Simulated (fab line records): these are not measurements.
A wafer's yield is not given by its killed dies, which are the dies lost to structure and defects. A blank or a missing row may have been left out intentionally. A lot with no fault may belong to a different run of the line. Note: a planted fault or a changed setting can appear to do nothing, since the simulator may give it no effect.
Which tool was responsible?    flow n5_finfet    15 lots with 45 wafers sampled at 4 steps, on a route of 1938 steps

## WHAT THE GAUGES SHOWED, per wafer
Not one reading of a measure or inspect step in the record can be checked against a usual standard deviation.

## WHAT TOOL EACH LOT RAN ON (gives the tool, then ch and the chambers of the sampled wafers, and finally the start)
lot   N5_DUMMY_GATE_ETCH_36              N5_DUMMY_GATE_TRIM_49            N5_SD_EPI_N_PEB_07                N5_SD_EPI_N_ETCH_34
L467  rie_diel-05 ch 1,2,3, day 2 21:25  rie_si-05 ch 0,1,3, day 2 21:32  litho_track-03 ch 0, day 2 23:35  rie_diel-04 ch 1,2,3, day 2 23:52
L469  rie_diel-02 ch 0,1,3, day 3 09:41  rie_si-05 ch 1,2, day 3 09:49    litho_track-01 ch 0, day 3 11:43  rie_diel-04 ch 0,3, day 3 11:54
L470  rie_diel-02 ch 0,1, day 3 16:04    rie_si-04 ch 0,1, day 3 16:11    litho_track-03 ch 0, day 3 18:18  rie_diel-06 ch 1,2,3, day 3 18:29
L471  rie_diel-02 ch 0,2,3, day 3 23:48  rie_si-04 ch 1,2,3, day 3 23:55  litho_track-01, day 4 02:14       rie_diel-01 ch 0,1,3, day 4 02:34
L472  rie_diel-03 ch 2,3, day 4 11:19    rie_si-04 ch 0,1, day 4 11:26    litho_track-03, day 4 15:10       rie_diel-01 ch 0,1, day 4 15:31
L473  rie_diel-05 ch 0,2,3, day 4 14:55  rie_si-04 ch 1,3, day 4 15:02    litho_track-01, day 4 17:16       rie_diel-01 ch 0,2, day 4 17:28
L480  rie_diel-05 ch 1,2, day 6 10:21    rie_si-06 ch 0,2, day 6 10:31    litho_track-03 ch 0, day 6 12:18  rie_diel-01 ch 0,2, day 6 12:30
L481  rie_diel-02 ch 2,3, day 6 10:37    rie_si-05 ch 0,1,2, day 6 10:44  litho_track-04 ch 0, day 6 12:38  rie_diel-04 ch 2,3, day 6 12:59
L482  rie_diel-02 ch 0,1,3, day 6 20:10  rie_si-06 ch 1,2, day 6 20:17    litho_track-04 ch 0, day 6 22:09  rie_diel-01 ch 1,2,3, day 6 22:26
L483  rie_diel-02 ch 1,3, day 6 22:04    rie_si-06 ch 0,1, day 6 22:11    litho_track-01 ch 0, day 7 00:02  rie_diel-04 ch 0,1,2, day 7 00:14
L484  rie_diel-05 ch 1,2, day 7 04:23    rie_si-04 ch 1,2,3, day 7 04:31  litho_track-03 ch 0, day 7 06:36  rie_diel-04 ch 0,3, day 7 06:47
L485  rie_diel-02 ch 0,1,2, day 7 10:59  rie_si-05 ch 0,2,3, day 7 11:07  litho_track-04 ch 0, day 7 13:10  rie_diel-06 ch 0,1,2, day 7 13:57
L487  rie_diel-05 ch 0,1,3, day 7 22:55  rie_si-06 ch 0,2,3, day 7 23:02  litho_track-03 ch 0, day 8 01:10  rie_diel-04 ch 1,2,3, day 8 01:21
L488  rie_diel-02 ch 0,1,2, day 8 10:10  rie_si-05 ch 0,1,2, day 8 10:17  litho_track-01 ch 0, day 8 12:10  rie_diel-06 ch 0,1,2, day 8 12:40
L489  rie_diel-02 ch 0,1, day 8 11:04    rie_si-05 ch 1,2, day 8 11:11    litho_track-01 ch 0, day 8 13:37  rie_diel-04 ch 2,3, day 8 13:48
- N5_DUMMY_GATE_ETCH_36: etches SiARC in CF4, target depth 13 nm.
- N5_DUMMY_GATE_TRIM_49: chemistry O2, time 29 s, target cd 14 nm.
- N5_SD_EPI_N_PEB_07: peb time 60 s.
- N5_SD_EPI_N_ETCH_34: etches SiARC in CF4, target depth 45.5 nm, time 75.8 s.

## AS READ BY THE TOOLS THEMSELVES (means over the sampled wafers that have a number; for cases with no such wafer, the mark the record gives instead)
N5_DUMMY_GATE_ETCH_36.
lot   tool         drypump_motor_current_A (A)  oes_product_au (a.u.)  rf_vpp_V (V)  showerhead_plenum_p_Torr (Torr)  throttle_valve_pct (%)
L467  rie_diel-05  5.9                          0.74                   185.1         2.19                             15.66
L469  rie_diel-02  5.9                          0.77                   184.7         2.21                             15.49
L470  rie_diel-02  5.6                          0.78                   185.7         2.20                             15.52
L471  rie_diel-02  5.8                          0.71                   184.9         2.16                             15.61
L472  rie_diel-03  5.2                          0.73                   185.0         2.23                             15.73
L473  rie_diel-05  6.4                          0.75                   184.4         2.15                             15.53
L480  rie_diel-05  5.7                          0.72                   184.7         2.17                             15.68
L481  rie_diel-02  6.2                          0.69                   183.4         2.15                             15.60
L482  rie_diel-02  5.9                          0.75                   185.3         2.20                             15.53
L483  rie_diel-02  6.3                          0.78                   185.3         2.19                             15.39
L484  rie_diel-05  5.7                          0.71                   184.1         2.17                             15.70
L485  rie_diel-02  5.8                          0.74                   183.9         2.14                             15.53
L487  rie_diel-05  5.9                          0.71                   184.0         2.16                             15.66
L488  rie_diel-02  5.8                          0.74                   183.4         2.14                             15.55
L489  rie_diel-02  5.9                          0.78                   184.4         2.19                             15.43

N5_DUMMY_GATE_TRIM_49.
lot   tool       drypump_motor_current_A (A)  he_backside_leak_sccm (sccm)  oes_product_au (a.u.)  throttle_valve_pct (%)
L467  rie_si-05  5.60                         2.76                          0.999                  8.32
L469  rie_si-05  5.78                         2.51                          1.002                  8.40
L470  rie_si-04  5.77                         2.48                          0.981                  7.94
L471  rie_si-04  5.41                         2.50                          0.999                  8.03
L472  rie_si-04  5.78                         2.39                          0.995                  7.95
L473  rie_si-04  5.57                         2.49                          0.994                  8.03
L480  rie_si-06  5.73                         2.55                          0.992                  8.03
L481  rie_si-05  5.83                         2.53                          0.995                  8.44
L482  rie_si-06  5.77                         2.69                          0.991                  8.26
L483  rie_si-06  5.86                         2.61                          0.986                  8.11
L484  rie_si-04  5.39                         2.37                          1.010                  8.03
L485  rie_si-05  5.64                         2.71                          0.991                  8.35
L487  rie_si-06  5.73                         2.77                          0.992                  8.07
L488  rie_si-05  5.83                         2.62                          0.991                  8.44
L489  rie_si-05  5.76                         2.25                          0.995                  8.39

N5_SD_EPI_N_PEB_07.
lot   tool            chill_plate_temp_C (C)  exhaust_pa (Pa)
L467  litho_track-03  23.14                   45.7
L469  litho_track-01  23.10                   45.8
L470  litho_track-03  22.87                   44.6
L471  litho_track-01  -                       -
L472  litho_track-03  -                       -
L473  litho_track-01  -                       -
L480  litho_track-03  23.04                   44.2
L481  litho_track-04  22.94                   43.7
L482  litho_track-04  22.99                   44.0
L483  litho_track-01  22.97                   44.9
L484  litho_track-03  22.99                   43.5
L485  litho_track-04  23.01                   45.4
L487  litho_track-03  23.14                   45.2
L488  litho_track-01  22.86                   44.4
L489  litho_track-01  23.10                   45.1

N5_SD_EPI_N_ETCH_34.
lot   tool         drypump_motor_current_A (A)  etch_rf_on_time_s (s)  oes_product_au (a.u.)  rf_vpp_V (V)  showerhead_plenum_p_Torr (Torr)  throttle_valve_pct (%)
L467  rie_diel-04  5.7                          76.7                   0.66                   184.0         2.15                             15.56
L469  rie_diel-04  5.4                          76.4                   0.74                   182.6         2.09                             15.46
L470  rie_diel-06  5.8                          73.9                   0.74                   184.1         2.10                             15.57
L471  rie_diel-01  5.5                          74.6                   0.66                   184.6         2.16                             15.66
L472  rie_diel-01  5.3                          74.1                   0.67                   183.5         2.16                             15.73
L473  rie_diel-01  5.5                          75.7                   0.77                   184.5         2.14                             15.33
L480  rie_diel-01  5.5                          75.1                   0.75                   184.6         2.14                             15.37
L481  rie_diel-04  5.7                          77.6                   0.65                   183.5         2.12                             15.48
L482  rie_diel-01  5.7                          74.2                   0.66                   183.5         2.10                             15.69
L483  rie_diel-04  6.0                          77.4                   0.62                   184.8         2.14                             15.56
L484  rie_diel-04  5.6                          76.0                   0.70                   183.6         2.08                             15.46
L485  rie_diel-06  5.8                          72.4                   0.72                   185.3         2.22                             15.43
L487  rie_diel-04  5.6                          77.9                   0.63                   183.5         2.13                             15.64
L488  rie_diel-06  5.8                          73.0                   0.72                   185.1         2.21                             15.45
L489  rie_diel-04  5.4                          77.0                   0.67                   183.3         2.09                             15.55

## THE ANSWER, worked out from the rows above alone
Rule: the usual values come from the lots themselves. The widest of any qualifying gaps counts: lots, ordered by their means at a reading, are off when they make up no more than a third of the lots, leave a main group of 4 or more, and stand apart from it by 3 or more times the standard deviation of that group's means. The tables above print the reading to a certain number of digits; a main group whose means all agree to those digits is not used. A lot without any number at a reading at which 4 lots or more have one is off too. Where the step has rows for the other lots, those lots are counted as sound. The gauges are gone through in route order, then the tools' own readings, and for those a lot's mean is taken as printed above. The first step at which some lot is off is used, and at that step the reading that is off furthest; a lot without a number counts as furthest.
Off: L471, L472, L473 (N5_SD_EPI_N_PEB_07, chill_plate_temp_C). Without a number there: L471, L472, L473. For the main group the mean is 23.01 C and the standard deviation 0.091.
If a tool, at that step or one of the process steps before it, ran each lot that is off and ran no sound lot following the first of them, it fits. Not one of the candidates tried fits.

## WHAT THE SIMULATOR HAD PUT IN
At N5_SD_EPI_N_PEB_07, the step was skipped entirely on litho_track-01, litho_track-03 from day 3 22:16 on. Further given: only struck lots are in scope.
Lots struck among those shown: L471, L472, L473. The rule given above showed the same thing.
